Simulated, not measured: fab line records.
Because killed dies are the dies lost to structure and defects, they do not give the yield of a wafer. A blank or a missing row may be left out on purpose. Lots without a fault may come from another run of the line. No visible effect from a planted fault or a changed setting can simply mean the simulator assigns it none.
Which tool was responsible?    flow n5Finfet    15 lots, 45 wafers sampled, at 4 steps of a route of 1938

WHAT THE GAUGES READ, wafer by wafer
N5_MIM_BOT_LITHO_CD_MEAS_08: target cd 3000 nm. Usual: cdNm reads 2999.9 nm (standard deviation 1.5).
lot   measured      on        cdNm (nm)             flag
L784  day 12 05:38  cdSem-02  3001.0 3002.3 3002.1  
L785  day 12 16:31  cdSem-03  2999.7 3001.7 2999.4  
L788  day 13 09:08  cdSem-02  3002.5 2999.8 3000.0  
L787  day 13 11:05  cdSem-03  2998.5 2999.9 3000.1  
L794  day 14 12:59  cdSem-02  2999.7 2999.4 2999.7  
L795  day 14 21:54  cdSem-02  3001.9 3000.7 3002.0  
L796  day 15 02:07  cdSem-01  3001.5 3002.9 3002.9  
L797  day 15 14:33  cdSem-01  3001.6 3000.5 2999.8  
L800  day 15 23:41  cdSem-01  3000.8 2997.6 2997.1  
L801  day 16 15:13  cdSem-01  2998.0 2999.7 2998.4  
L803  day 16 18:12  cdSem-01  2999.7 2998.1 2999.4  
L805  day 17 08:01  cdSem-02  3001.9 3001.1 2999.2  
L802  day 17 09:47  cdSem-01  3001.3 2999.0 3001.2  
L806  day 17 12:59  cdSem-03  3000.3 3000.3 3000.5  
L807  day 18 09:47  cdSem-01  3000.1 3000.1 3001.7  

N5_PASSIVATION_OVL_MEAS_60. Usual: TV_OVL typically reads -7 nm, with standard deviation 5.
lot   measured      on          TV_OVL (nm)  flag
L784  day 12 09:11  overlay-02  -8 -1 -4     
L785  day 12 21:46  overlay-02  -15 -6 -13   
L788  day 13 15:02  overlay-02  -10 -11 -5   
L787  day 13 21:58  overlay-02  -10 -2 -9    
L794  day 14 15:17  overlay-01  - - -        OFF
L795  day 14 23:35  overlay-01  - - -        OFF
L796  day 15 03:59  overlay-01  - - -        OFF
L797  day 15 16:43  overlay-01  -3 -3 -10    
L800  day 16 01:14  overlay-02  -7 -8 -10    
L801  day 16 22:36  overlay-02  -12 -1 -10   
L803  day 16 22:46  overlay-02  7 0 -3       
L805  day 17 10:20  overlay-02  -6 -11 -10   
L802  day 17 11:20  overlay-01  -8 -13 -8    
L806  day 17 14:40  overlay-02  -20 -10 -10  
L807  day 18 11:37  overlay-02  -6 1 -2      

TOOL THAT RAN EACH LOT (tool first, then ch and the chambers of the sampled wafers, then the start)
lot   N5_MIM_BOT_ETCH_ETCH_04            N5_PASSIVATION_DEVELOP_09
L784  rieDiel-04 ch 0,3, day 12 05:59    lithoTrack-02 ch 0, day 12 09:03
L785  rieDiel-06 ch 0,1,3, day 12 16:40  lithoTrack-05 ch 0, day 12 21:37
L788  rieDiel-06 ch 0,1,3, day 13 09:17  lithoTrack-01 ch 0, day 13 14:53
L787  rieDiel-05 ch 1,2, day 13 11:14    lithoTrack-02 ch 0, day 13 21:50
L794  rieDiel-04 ch 0,1,3, day 14 13:46  lithoTrack-02, day 14 15:08
L795  rieDiel-04 ch 0,1,2, day 14 22:13  lithoTrack-02, day 14 23:26
L796  rieDiel-04 ch 2,3, day 15 02:32    lithoTrack-05, day 15 03:50
L797  rieDiel-04 ch 0,1,2, day 15 14:50  lithoTrack-01 ch 0, day 15 16:34
L800  rieDiel-05 ch 1,2,3, day 15 23:50  lithoTrack-01 ch 0, day 16 01:05
L801  rieDiel-05 ch 1,2,3, day 16 16:29  lithoTrack-02 ch 0, day 16 22:27
L803  rieDiel-06 ch 0,1,3, day 16 18:30  lithoTrack-02 ch 0, day 16 22:37
L805  rieDiel-05 ch 0,1,2, day 17 08:10  lithoTrack-02 ch 0, day 17 10:11
L802  rieDiel-06 ch 1,2, day 17 09:56    lithoTrack-02 ch 0, day 17 11:11
L806  rieDiel-04 ch 0,1, day 17 13:08    lithoTrack-02 ch 0, day 17 14:31
L807  rieDiel-05 ch 0,2, day 18 09:59    lithoTrack-02 ch 0, day 18 11:28
- N5_MIM_BOT_ETCH_ETCH_04: etches SiNx in CF4/O2, target depth 26 nm, time 13 s.
- N5_PASSIVATION_DEVELOP_09: develop time 60 s.

WHAT THE TOOLS THEMSELVES READ (means of the sampled wafers that have a number; where no wafer has one, the mark that the record gives instead)
N5_MIM_BOT_ETCH_ETCH_04. Usual: drypumpMotorCurrentA 5.8 A, standard deviation 0.49; mfcArSccm 99.95 sccm, standard deviation 0.29; oesProductAu 0.80 a.u., standard deviation 0.074; rfVppV 240.8 V, standard deviation 2.4; showerheadPlenumPTorr 2.21 Torr, standard deviation 0.076; throttleValvePct 15.96 %, standard deviation 0.26.
lot   tool        drypumpMotorCurrentA (A)  mfcArSccm (sccm)  oesProductAu (a.u.)  rfVppV (V)  showerheadPlenumPTorr (Torr)  throttleValvePct (%)  flag
L784  rieDiel-04  6.1                       99.65             0.87                 242.0       2.27                          15.74                 
L785  rieDiel-06  5.6                       99.79             0.76                 240.3       2.19                          15.94                 
L788  rieDiel-06  5.6                       100.07            0.76                 240.8       2.18                          15.94                 
L787  rieDiel-05  5.4                       100.06            0.85                 241.6       2.15                          15.81                 
L794  rieDiel-04  5.9                       100.18            0.83                 241.9       2.29                          15.86                 
L795  rieDiel-04  5.8                       100.25            0.79                 241.7       2.28                          16.03                 
L796  rieDiel-04  5.7                       100.01            0.76                 240.3       2.21                          16.09                 
L797  rieDiel-04  5.8                       99.84             0.78                 241.3       2.27                          16.04                 
L800  rieDiel-05  5.9                       99.97             0.77                 240.1       2.15                          16.01                 
L801  rieDiel-05  5.9                       100.23            0.76                 240.7       2.15                          16.02                 
L803  rieDiel-06  5.6                       100.12            0.85                 242.2       2.26                          15.84                 
L805  rieDiel-05  5.7                       99.93             0.79                 239.5       2.13                          16.00                 
L802  rieDiel-06  5.8                       99.88             0.85                 240.5       2.21                          15.76                 
L806  rieDiel-04  6.2                       99.67             0.83                 241.9       2.32                          15.77                 
L807  rieDiel-05  5.4                       100.08            0.79                 239.2       2.14                          15.92                 

N5_PASSIVATION_DEVELOP_09. Usual: chillPlateTempC 22.99 C, standard deviation 0.1; developerTempC 21.01 C, standard deviation 0.11.
lot   tool           chillPlateTempC (C)  developerTempC (C)  flag
L784  lithoTrack-02  22.97                21.13               
L785  lithoTrack-05  22.92                21.05               
L788  lithoTrack-01  23.04                21.17               
L787  lithoTrack-02  22.88                20.97               
L794  lithoTrack-02  -                    -                   OFF
L795  lithoTrack-02  -                    -                   OFF
L796  lithoTrack-05  -                    -                   OFF
L797  lithoTrack-01  22.98                20.83               
L800  lithoTrack-01  22.97                21.03               
L801  lithoTrack-02  22.97                21.07               
L803  lithoTrack-02  23.05                20.99               
L805  lithoTrack-02  23.02                20.90               
L802  lithoTrack-02  23.11                20.93               
L806  lithoTrack-02  23.03                21.05               
L807  lithoTrack-02  23.12                20.94               

THE ANSWER, worked out from the rows above alone
Rule: a lot is off if the mean of its wafers that have a number lies more than 3 standard deviations from the usual mean. Also off: a lot with no number at a reading for which 4 or more lots have one. The other lots that the step has rows for count as sound. The gauges are gone through in route order, then the tools' own readings, and for those a lot's mean is taken as printed above. The first step at which some lot is off is used, and at that step the reading that is off furthest; a lot without a number counts as furthest.
Off: L794, L795, L796, at N5_PASSIVATION_OVL_MEAS_60 (TV_OVL). Without a number there: L794, L795, L796.
A tool fits if, at a process step before that reading, it ran every lot that is off, and no sound lot after the first of them. Not tried: the gauges at N5_PASSIVATION_OVL_MEAS_60; whatever is off there is also off at N5_PASSIVATION_DEVELOP_09, on other tools, and gauge error can't account for it. No candidate that was tried fits.

WHAT WAS PUT IN BY THE SIMULATOR
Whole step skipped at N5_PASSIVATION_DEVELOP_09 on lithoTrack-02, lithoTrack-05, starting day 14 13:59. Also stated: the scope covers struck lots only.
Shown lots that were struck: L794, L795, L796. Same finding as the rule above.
